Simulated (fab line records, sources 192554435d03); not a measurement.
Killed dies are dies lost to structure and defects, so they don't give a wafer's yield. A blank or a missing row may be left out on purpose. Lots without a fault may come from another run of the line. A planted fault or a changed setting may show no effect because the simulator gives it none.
Which tool did it? | flow n5_finfet | 10 lots, 30 wafers sampled, at 1 step of a route of 1938

WHAT THE GAUGES READ, wafer by wafer
N5_BEOL_M5_THK_MEAS_01.
lot  | measured     | on            | M5_ILD_THK (nm)
L419 | day 9 01:37  | film_metro-01 | 119.8 121.7 120.7
L424 | day 9 06:31  | film_metro-02 | 121.6 120.5 123.2
L423 | day 9 06:53  | film_metro-01 | 119.3 122.5 123.1
L425 | day 9 09:42  | film_metro-01 | 119.8 119.4 122.2
L426 | day 9 21:49  | film_metro-02 | 119.6 121.1 122.0
L432 | day 11 11:24 | film_metro-02 | 120.6 120.6 121.1
L434 | day 11 14:23 | film_metro-01 | 119.9 120.3 122.1
L435 | day 12 08:29 | film_metro-01 | 119.5 118.4 123.2
L437 | day 12 23:28 | film_metro-01 | 119.9 119.9 119.9
L441 | day 14 01:32 | film_metro-01 | 122.7 121.3 120.8

WHICH TOOL RAN EACH LOT (tool, then ch and the chambers of the sampled wafers, then the start)
The record holds no process step before these readings.

WHAT THE TOOLS THEMSELVES READ (means of the sampled wafers that have a number; where no wafer has one, the mark that the record gives instead)
The record holds no such reading with a usual standard deviation.

THE ANSWER, worked out from the rows above alone
Rule: what is usual is taken from the lots themselves. Put in order of their means at a reading, lots are off if they are a third of the lots or fewer, leave a main group of 4 or more, and stand apart from it by a gap of 3 or more times the standard deviation of the main group's means; of several such gaps the widest counts. A main group whose means are all the same, to the digits that the tables above print for the reading, isn't used. A lot without any number at a reading at which 4 lots or more have one is off too. The other lots that the step has rows for count as sound. The gauges are gone through in route order, then the tools' own readings, and for those a lot's mean is taken as printed above. The first step at which some lot is off is used, and at that step the reading that is off furthest; a lot without a number counts as furthest.
No lot is off at any reading shown: from this, nothing can be told.

WHAT THE SIMULATOR HAD PUT IN
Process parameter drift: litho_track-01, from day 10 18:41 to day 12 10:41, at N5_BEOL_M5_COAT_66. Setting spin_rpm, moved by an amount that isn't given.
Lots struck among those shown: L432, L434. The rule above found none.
